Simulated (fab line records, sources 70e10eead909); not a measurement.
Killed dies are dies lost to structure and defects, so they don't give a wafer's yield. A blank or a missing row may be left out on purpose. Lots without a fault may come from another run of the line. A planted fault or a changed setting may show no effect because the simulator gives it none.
fab line records | flow nand_harc
record lots=24 wafers=72 last_day=25
route steps=1159 shown A_CONTACT@910 A_M0@1005
lots that met no fault: from a run of the same line without faults
start_h: hours from the record's first day to the start of the lot's first wafer shown | wait_h: hours since the lot's step before | " the same as in the row above | L1.1+2: a row that stands for several wafers | - no value, or no start given | * or withheld: withheld | < > ~ a bound
route shown NAME@n: a module of which the file shows steps, and the number in the route of the first | usual: mean/standard deviation of fault-free wafers | same: alike in all rows | chamber/n: place in a boat | sites: the reading at each site | _std_site: their standard deviation | _edge_site: outer sites' mean less inner sites' | radius_mm: how far each site lies from the wafer's centre | mask NAME#n: copy n | behind: the tool/chamber that last shaped the wafer | hold: why the lot was held/for how many hours/how that ended | device: the transistor (n, p or np) that didn't switch | end of line: the same wafers' tests at the end of the route | a step without rows: its recipe alone | killed: dies lost to structure and defects at the first sort, not the wafer's yield | map: a wafer's dies, x killed, . not, _ none there
set.NAME: the setting as run; set.NAME@STEP: as run at that earlier step | model.NAME: the simulator's own value behind a step, which no gauge read
steps of the route over a sample of lots; a table a step, a row a wafer
services: from which hour (start_h, from the record's first day; less than 0 if before it) a tool's chamber was out of use, for how many hours, and why
## steps
# step NHARC_A_CONTACT_ETCH_130
# recipe source_w=withheld pressure_mtorr=20 bias_v=1200 time_s=155 target_depth_a=9560 ar_flow_sccm=withheld c4f8_flow_sccm=withheld o2_flow_sccm=withheld chemistry=C4F8/O2/Ar
# usual chamber_pressure_mTorr=20.003/0.019
# columns lot.wafer tool chamber start_h wait_h chamber_pressure_mTorr rf_hours_counter_h
L074.2 har_cap_etch-02 0 369.36 0.1 20.008 8
L074.3 " 0 " " 19.998 -
L074.4 " 1 " " 19.983 -
L077.1 har_cap_etch-03 0 390.81 0.2 20.021 85
L077.3 " 1 " " 19.994 -
L077.5 " 1 " " 19.976 -
L075.1 har_cap_etch-02 0 391.03 0.1 19.987 14
L075.3 " 0 " " 20.015 -
L075.4 " 1 " " 19.982 -
L076.1 har_cap_etch-03 0 394.57 0.2 19.993 86
L076.3 " 1 " " 20.015 -
L076.6 " 0 " " 20.005 -
L079.1 har_cap_etch-02 0 395.17 0.1 20.011 15
L079.4 " 1 " " 20.024 -
L079.5 " 1 " " 20.010 -
L078.2 har_cap_etch-03 0 400.43 0.2 19.988 88
L078.5 " 0 " " 20.007 -
L078.6 " 1 " " 20.005 -
L080.2 har_cap_etch-03 0 405.54 0.2 20.043 90
L080.5 " 0 " " 20.010 -
L080.6 " 1 " " 20.026 -
L082.1 har_cap_etch-03 0 430.05 0.1 19.990 92
L082.2 " 1 " " 19.989 92
L082.6 " 1 " " 20.024 -
L081.2 har_cap_etch-02 0 430.74 0.1 19.987 20
L081.6 " 0 " " 19.987 -
L081.5 " 1 " " 20.000 -
L083.4 har_cap_etch-01 1 435.33 0.2 20.004 -
L083.3 " 0 " " 19.992 -
L083.5 " 1 " " 20.011 -
L084.1 har_cap_etch-02 1 436.11 0.1 20.002 21
L084.5 " 1 " " 20.008 -
L084.6 " 0 " " 20.004 -
L085.2 har_cap_etch-02 0 446.27 0.1 19.996 22
L085.3 " 1 " " 20.012 -
L085.4 " 0 " " 20.024 -
L087.2 har_cap_etch-02 1 461.94 0.1 20.025 25
L087.3 " 1 " " 19.998 -
L087.4 " 0 " " 20.026 -
L086.3 har_cap_etch-03 1 463.05 0.1 19.983 -
L086.4 " 0 " " 20.016 -
L086.6 " 0 " " 19.999 -
L089.4 har_cap_etch-01 1 468.17 0.1 20.012 -
L089.3 " 0 " " 19.957 -
L089.5 " 1 " " 20.004 -
L088.2 har_cap_etch-03 0 468.91 0.2 20.019 100
L088.6 " 0 " " 19.977 -
L088.5 " 1 " " 20.027 -
L091.2 har_cap_etch-03 1 495.43 0.1 19.982 102
L091.4 " 1 " " 20.000 -
L091.3 " 0 " " 20.008 -
L090.1 har_cap_etch-01 0 495.80 0.1 20.007 74
L090.3 " 0 " " 20.002 -
L090.4 " 1 " " 19.996 -
L092.2 har_cap_etch-02 1 500.70 0.1 19.995 30
L092.1 " 0 " " 20.017 30
L092.5 " 1 " " 19.985 -
L094.1 har_cap_etch-03 0 510.30 0.1 19.992 106
L094.3 " 0 " " 19.973 -
L094.5 " 0 " " 19.997 -
L095.2 har_cap_etch-02 0 510.84 0.1 19.992 32
L095.4 " 0 " " 19.980 -
L095.6 " 0 " " 20.016 -
L096.1 har_cap_etch-03 0 512.30 0.1 20.045 108
L096.3 " 0 " " 20.017 -
L096.5 " 0 " " 20.018 -
L093.2 har_cap_etch-03 1 518.92 0.1 20.035 109
L093.4 " 0 " " 19.977 -
L093.5 " 0 " " 20.021 -
L097.2 har_cap_etch-02 1 521.41 0.1 20.012 35
L097.4 " 1 " " 19.998 -
L097.3 " 0 " " 20.061 -
# step NHARC_A_CONTACT_ETCH_133
# recipe source_w=withheld pressure_mtorr=20 bias_v=400 time_s=195 target_depth_a=8400 ar_flow_sccm=withheld c4f8_flow_sccm=11.5 o2_flow_sccm=7.2 chemistry=C4F8/O2/Ar
# usual chamber_pressure_mTorr=20.000/0.021
# columns lot.wafer tool chamber start_h wait_h chamber_pressure_mTorr rf_hours_counter_h
L074.2 har_cap_etch-02 0 369.78 0.1 20.024 9
L074.3 " 0 " " 20.001 -
L074.4 " 1 " " 20.068 -
L077.1 har_cap_etch-03 0 391.40 0.2 20.010 85
L077.3 " 1 " " 19.983 -
L077.5 " 1 " " 20.022 -
L075.1 har_cap_etch-02 0 391.46 0.1 19.992 14
L075.3 " 0 " " 19.991 -
L075.4 " 1 " " 19.988 -
L076.1 har_cap_etch-03 0 395.14 0.2 20.004 87
L076.3 " 1 " " 19.993 -
L076.6 " 0 " " 20.017 -
L079.1 har_cap_etch-02 0 395.60 0.1 19.969 15
L079.4 " 1 " " 19.998 -
L079.5 " 1 " " 20.012 -
L078.2 har_cap_etch-03 0 400.99 0.2 20.006 89
L078.5 " 0 " " 20.014 -
L078.6 " 1 " " 20.048 -
L080.2 har_cap_etch-03 0 406.11 0.2 19.972 90
L080.5 " 0 " " 20.042 -
L080.6 " 1 " " 20.038 -
L082.1 har_cap_etch-03 0 430.48 0.1 20.039 93
L082.2 " 1 " " 20.004 93
L082.6 " 1 " " 19.997 -
L081.2 har_cap_etch-02 0 431.16 0.1 19.959 20
L081.6 " 0 " " 20.019 -
L081.5 " 1 " " 19.981 -
L083.4 har_cap_etch-01 1 435.96 0.2 20.014 -
L083.3 " 0 " " 20.020 -
L083.5 " 1 " " 19.999 -
L084.1 har_cap_etch-02 1 436.54 0.1 20.025 21
L084.5 " 1 " " 20.008 -
L084.6 " 0 " " 20.054 -
L085.2 har_cap_etch-02 0 446.72 0.1 19.988 23
L085.3 " 1 " " 19.993 -
L085.4 " 0 " " 19.992 -
L087.2 har_cap_etch-02 1 462.37 0.1 19.971 25
L087.3 " 1 " " 19.968 -
L087.4 " 0 " " 20.021 -
L086.3 har_cap_etch-03 1 463.51 0.2 19.999 -
L086.4 " 0 " " 19.975 -
L086.6 " 0 " " 20.042 -
L089.4 har_cap_etch-01 1 468.64 0.2 20.012 -
L089.3 " 0 " " 19.978 -
L089.5 " 1 " " 20.022 -
L088.2 har_cap_etch-03 0 469.47 0.2 20.019 100
L088.6 " 0 " " 20.026 -
L088.5 " 1 " " 19.994 -
L091.2 har_cap_etch-03 1 495.85 0.1 19.995 103
L091.4 " 1 " " 19.992 -
L091.3 " 0 " " 20.009 -
L090.1 har_cap_etch-01 0 496.23 0.1 20.048 74
L090.3 " 0 " " 19.977 -
L090.4 " 1 " " 19.996 -
L092.2 har_cap_etch-02 1 501.12 0.1 19.986 30
L092.1 " 0 " " 19.983 30
L092.5 " 1 " " 19.986 -
L094.1 har_cap_etch-03 0 510.73 0.1 20.019 107
L094.3 " 0 " " 20.016 -
L094.5 " 0 " " 20.012 -
L095.2 har_cap_etch-02 0 511.29 0.1 20.023 33
L095.4 " 0 " " 19.994 -
L095.6 " 0 " " 19.987 -
L096.1 har_cap_etch-03 0 512.75 0.1 20.025 108
L096.3 " 0 " " 19.984 -
L096.5 " 0 " " 19.963 -
L093.2 har_cap_etch-03 1 519.37 0.1 19.960 109
L093.4 " 0 " " 19.977 -
L093.5 " 0 " " 19.993 -
L097.2 har_cap_etch-02 1 521.84 0.1 19.984 35
L097.4 " 1 " " 20.009 -
L097.3 " 0 " " 20.046 -
# step NHARC_A_CONTACT_INSPECT_10
# usual raw_defect_count=34/18
# columns lot.wafer tool chamber start_h wait_h raw_defect_count
L074.2 defect_inspect-02 - 375.20 0.0 31
L074.3 " - " " 32
L074.4 " - " " 20
L075.1 defect_inspect-01 - 396.01 0.0 25
L075.3 " - " " 22
L075.4 " - " " 32
L077.1 defect_inspect-01 - 396.41 0.0 15
L077.3 " - " " 12
L077.5 " - " " 20
L076.1 defect_inspect-01 - 400.41 0.0 19
L076.3 " - " " 26
L076.6 " - " " 29
L079.1 defect_inspect-01 - 401.73 0.0 20
L079.4 " - " " 17
L079.5 " - " " 18
L078.2 defect_inspect-01 - 405.68 0.0 9
L078.5 " - " " 9
L078.6 " - " " 14
L080.2 defect_inspect-01 - 410.06 0.0 29
L080.5 " - " " 28
L080.6 " - " " 21
L082.1 defect_inspect-02 - 434.77 0.0 19
L082.2 " - " " 21
L082.6 " - " " 25
L081.2 defect_inspect-01 - 435.63 0.0 36
L081.5 " - " " 38
L081.6 " - " " 40
L083.3 defect_inspect-01 - 444.56 0.0 15
L083.4 " - " " 9
L083.5 " - " " 17
L084.1 defect_inspect-01 - 445.41 0.0 47
L084.5 " - " " 44
L084.6 " - " " 47
L085.2 defect_inspect-02 - 450.51 0.0 35
L085.3 " - " " 29
L085.4 " - " " 21
L087.2 defect_inspect-02 - 466.22 0.0 35
L087.3 " - " " 38
L087.4 " - " " 32
L086.3 defect_inspect-01 - 467.46 0.0 45
L086.4 " - " " 61
L086.6 " - " " 45
L089.3 defect_inspect-01 - 472.47 0.0 11
L089.4 " - " " 18
L089.5 " - " " 18
L088.2 defect_inspect-01 - 473.56 0.0 46
L088.5 " - " " 30
L088.6 " - " " 49
L091.2 defect_inspect-01 - 499.73 0.0 51
L091.3 " - " " 46
L091.4 " - " " 61
L090.1 defect_inspect-02 - 500.41 0.0 54
L090.3 " - " " 54
L090.4 " - " " 56
L092.1 defect_inspect-02 - 506.16 0.0 9
L092.2 " - " " 8
L092.5 " - " " 11
L094.1 defect_inspect-01 - 515.07 0.0 60
L094.3 " - " " 51
L094.5 " - " " 71
L095.2 defect_inspect-02 - 518.19 0.0 57
L095.4 " - " " 68
L095.6 " - " " 63
L096.1 defect_inspect-02 - 519.30 0.0 37
L096.3 " - " " 42
L096.5 " - " " 39
L093.2 defect_inspect-02 - 524.98 0.0 37
L093.4 " - " " 41
L093.5 " - " " 36
L097.2 defect_inspect-02 - 526.19 0.0 44
L097.3 " - " " 53
L097.4 " - " " 30
# step NHARC_A_M0_OVL_MEAS_10
# recipe pitch_nm=160
# usual overlay_x_nm=0.0/0.9 overlay_y_nm=0.2/1
# columns lot.wafer tool chamber start_h wait_h overlay_x_nm overlay_y_nm
L074.2 overlay-01 - 400.83 - -0.4 1.1
L074.3 " - " " 0.0 0.5
L074.4 " - " " 0.2 1.3
L075.1 overlay-01 - 405.98 - -0.4 0.6
L075.3 " - " " 0.0 0.2
L075.4 " - " " -0.1 -0.1
L077.1 overlay-01 - 406.56 - -0.5 1.0
L077.3 " - " " -0.4 1.9
L077.5 " - " " -0.6 1.4
L076.1 overlay-01 - 409.93 - -1.6 0.6
L076.3 " - " " -1.7 0.8
L076.6 " - " " -1.4 0.8
L079.1 overlay-02 - 411.70 - -0.6 1.5
L079.4 " - " " -1.6 1.4
L079.5 " - " " -1.1 1.4
L078.2 overlay-01 - 418.03 - 0.6 -0.4
L078.5 " - " " 1.0 -0.5
L078.6 " - " " 1.0 -0.3
L080.2 overlay-02 - 429.25 - 0.0 0.9
L080.5 " - " " 0.0 0.3
L080.6 " - " " -0.2 0.1
L082.1 overlay-02 - 448.48 - 0.4 1.6
L082.2 " - " " 0.4 1.5
L082.6 " - " " 0.1 1.4
L081.2 overlay-01 - 448.90 - 0.9 -2.4
L081.5 " - " " 0.5 -2.1
L081.6 " - " " 1.2 -2.3
L083.3 overlay-01 - 458.59 - -0.3 1.1
L083.4 " - " " 0.1 1.6
L083.5 " - " " 0.1 1.5
L084.1 overlay-01 - 462.52 - -0.7 -0.1
L084.5 " - " " -1.2 -0.8
L084.6 " - " " -1.1 -0.3
L085.2 overlay-02 - 465.54 - 0.3 0.4
L085.3 " - " " 0.7 0.6
L085.4 " - " " 0.2 0.2
L087.2 overlay-01 - 477.98 - 1.1 -0.3
L087.3 " - " " 1.1 -0.2
L087.4 " - " " 1.4 -0.2
L086.3 overlay-02 - 482.95 - -1.2 -0.2
L086.4 " - " " -2.3 0.2
L086.6 " - " " -0.6 0.2
L089.3 overlay-02 - 502.51 - 1.2 0.4
L089.4 " - " " 0.8 1.1
L089.5 " - " " 1.1 0.8
L088.2 overlay-01 - 502.81 - 0.2 -0.7
L088.5 " - " " 0.0 -0.7
L088.6 " - " " -0.3 -0.2
L091.2 overlay-01 - 516.30 - -0.1 -0.6
L091.3 " - " " -0.3 -0.6
L091.4 " - " " 0.2 -0.5
L090.1 overlay-02 - 516.96 - 0.9 -0.6
L090.3 " - " " 0.8 -0.3
L090.4 " - " " 0.9 -0.5
L092.1 overlay-02 - 521.99 - 1.1 2.0
L092.2 " - " " 0.5 2.0
L092.5 " - " " 0.8 1.8
L094.1 overlay-02 - 526.12 - -0.5 0.9
L094.3 " - " " -0.5 1.1
L094.5 " - " " 0.3 1.0
L095.2 overlay-02 - 528.40 - 2.2 -1.8
L095.4 " - " " 2.1 -1.6
L095.6 " - " " 2.3 -1.6
L096.1 overlay-01 - 529.52 - -0.5 -0.1
L096.3 " - " " -0.8 0.7
L096.5 " - " " -0.6 -0.2
L093.2 overlay-02 - 539.02 - -0.9 -0.5
L093.4 " - " " -1.6 -0.7
L093.5 " - " " -0.8 -0.8
L097.2 overlay-01 - 539.76 - 0.4 0.0
L097.3 " - " " 0.1 0.2
L097.4 " - " " 0.5 0.5
# step NHARC_A_M0_PVD_20
# recipe target_thk_a=50 bias_v=168.6 power_w=15000 chamber_pressure_pa=0.12 time_s=8.06 substrate_temp_c=50 material=TaN
# usual throttle_valve_pct=30.4/0.95
# columns lot.wafer tool chamber start_h wait_h throttle_valve_pct
L074.4 pvd_sputter-03 - - - 30.6
L074.2 " - " " 31.7
L074.3 " - " " 30.4
L075.4 pvd_sputter-03 - - - 30.6
L075.3 " - " " 31.8
L075.1 " - " " 30.7
L077.3 pvd_sputter-03 - - - 31.8
L077.1 " - " " 30.6
L077.5 " - " " 31.9
L076.3 pvd_sputter-02 - - - 28.5
L076.1 " - " " 29.5
L076.6 " - " " 32.1
L079.1 pvd_sputter-01 - - - 30.5
L079.4 " - " " 31.3
L079.5 " - " " 29.5
L078.2 pvd_sputter-02 - - - 29.4
L078.5 " - " " 30.1
L078.6 " - " " 28.2
L080.2 pvd_sputter-01 - - - 29.9
L080.5 " - " " 30.0
L080.6 " - " " 30.5
L082.2 pvd_sputter-01 - - - 29.4
L082.1 " - " " 30.6
L082.6 " - " " 31.2
L081.2 pvd_sputter-03 - - - 30.8
L081.5 " - " " 30.5
L081.6 " - " " 30.3
L083.4 pvd_sputter-01 - - - 29.3
L083.3 " - " " 29.9
L083.5 " - " " 31.2
L084.1 pvd_sputter-01 - - - 30.7
L084.6 " - " " 30.8
L084.5 " - " " 29.6
L085.3 pvd_sputter-01 - - - 29.4
L085.2 " - " " 31.1
L085.4 " - " " 30.1
L087.2 pvd_sputter-03 - - - 30.5
L087.3 " - " " 30.2
L087.4 " - " " 30.9
L086.4 pvd_sputter-03 - - - 31.7
L086.3 " - " " 31.1
L086.6 " - " " 30.9
L089.4 pvd_sputter-01 - - - 29.7
L089.3 " - " " 30.7
L089.5 " - " " 29.4
L088.2 pvd_sputter-03 - - - 31.1
L088.5 " - " " 31.2
L088.6 " - " " 31.2
L091.4 pvd_sputter-03 - - - 30.8
L091.2 " - " " 30.7
L091.3 " - " " 30.2
L090.4 pvd_sputter-02 - - - 28.1
L090.3 " - " " 32.1
L090.1 " - " " 29.5
L092.2 pvd_sputter-02 - - - 28.3
L092.1 " - " " 29.3
L092.5 " - " " 30.1
L094.1 pvd_sputter-01 - - - 29.5
L094.3 " - " " 29.7
L094.5 " - " " 30.6
L095.4 pvd_sputter-01 - - - 30.7
L095.2 " - " " 29.9
L095.6 " - " " 30.6
L096.1 pvd_sputter-02 - - - 31.9
L096.3 " - " " 28.5
L096.5 " - " " 32.0
L093.2 pvd_sputter-01 - - - 29.7
L093.4 " - " " 30.5
L093.5 " - " " 29.7
L097.4 pvd_sputter-02 - - - 31.8
L097.2 " - " " 29.9
L097.3 " - " " 28.3
# step NHARC_A_M0_DEP_32
# recipe target_thk_a=300 temp_c=370 target_thk_nm=30 pressure_torr=3 flow_sccm=200 rf_w=450 material=SiCN
# usual heater_power_w=542/70
# columns lot.wafer tool chamber start_h wait_h heater_power_w
L074.2 pecvd-01 0 405.35 0.1 525
L074.3 " 2 " " 478
L074.4 " 0 " " 510
L075.1 pecvd-03 0 408.70 0.1 485
L075.3 " 1 " " 684
L075.4 " 1 " " 558
L077.1 pecvd-04 1 409.46 0.1 700
L077.3 " 2 " " 487
L077.5 " 2 " " 486
L076.3 pecvd-01 1 412.65 0.1 478
L076.1 " 0 " " 525
L076.6 " 0 " " 532
L079.1 pecvd-01 1 414.51 0.1 453
L079.5 " 1 " " 449
L079.4 " 2 " " 577
L078.2 pecvd-03 2 420.78 0.1 508
L078.5 " 2 " " 505
L078.6 " 1 " " 629
L080.2 pecvd-03 1 432.08 0.1 595
L080.6 " 0 " " 584
L080.5 " 1 " " 608
L082.1 pecvd-01 0 451.44 0.1 499
L082.2 " 1 " " 505
L082.6 " 1 " " 517
L081.2 pecvd-03 2 451.83 0.1 537
L081.5 " 0 " " 491
L081.6 " 2 " " 538
L083.3 pecvd-03 0 461.38 0.1 578
L083.4 " 0 " " 584
L083.5 " 2 " " 446
L084.1 pecvd-03 1 465.45 0.1 628
L084.5 " 0 " " 573
L084.6 " 1 " " 650
L085.2 pecvd-01 2 468.41 0.1 559
L085.4 " 2 " " 586
L085.3 " 1 " " 459
L087.3 pecvd-04 1 480.85 0.1 705
L087.2 " 2 " " 497
L087.4 " 1 " " 721
L086.4 pecvd-01 1 485.84 0.2 485
L086.3 " 2 " " 490
L086.6 " 1 " " 498
L089.3 pecvd-04 0 505.28 0.1 544
L089.5 " 2 " " 506
L089.4 " 0 " " 532
L088.2 pecvd-03 2 505.57 0.1 507
L088.5 " 2 " " 517
L088.6 " 1 " " 537
L091.3 pecvd-04 1 519.09 0.1 657
L091.2 " 0 " " 588
L091.4 " 1 " " 641
L090.3 pecvd-03 0 519.90 0.1 539
L090.1 " 1 " " 592
L090.4 " 1 " " 588
L092.1 pecvd-04 2 524.98 0.1 464
L092.2 " 0 " " 641
L092.5 " 1 " " 704
L094.1 pecvd-01 1 528.99 0.1 476
L094.3 " 1 " " 482
L094.5 " 2 " " 589
L095.2 pecvd-03 1 531.44 0.1 547
L095.4 " 1 " " 561
L095.6 " 2 " " 425
L096.1 pecvd-01 2 532.33 0.1 594
L096.3 " 1 " " 519
L096.5 " 1 " " 419
L093.2 pecvd-04 0 541.83 0.1 623
L093.5 " 0 " " 634
L093.4 " 2 " " 503
L097.3 pecvd-03 1 542.57 0.1 572
L097.2 " 2 " " 519
L097.4 " 0 " " 481
## services
# columns tool chamber start_h hours kind
pecvd-04 0 347.41 11.8 repair
pecvd-04 - 369.54 2.7 repair
pecvd-04 - 376.11 13.0 pm
pvd_sputter-01 - 380.41 2.9 repair
pvd_sputter-02 - 392.00 10.0 pm
pvd_sputter-03 - 392.28 1.3 repair
pvd_sputter-02 - 411.50 4.1 repair
pecvd-01 - 418.13 13.0 pm
pecvd-01 0 418.13 13.0 vent_cycle
pecvd-01 - 442.43 0.9 repair
pvd_sputter-03 - 458.04 10.0 pm
pvd_sputter-01 - 473.36 1.2 repair
pecvd-03 - 475.11 13.0 pm
pecvd-03 0 475.11 13.0 vent_cycle
pecvd-03 1 475.11 13.0 vent_cycle
pecvd-03 2 475.11 13.0 vent_cycle
pvd_sputter-03 - 476.42 1.3 repair
pvd_sputter-02 - 481.35 2.7 repair
pecvd-03 0 488.11 - clean
pecvd-03 1 488.11 - clean
pecvd-03 2 488.11 - clean
pvd_sputter-01 - 514.01 10.0 pm
pvd_sputter-01 - 527.49 1.4 repair
pecvd-01 1 541.38 6.5 repair
## key
fault none
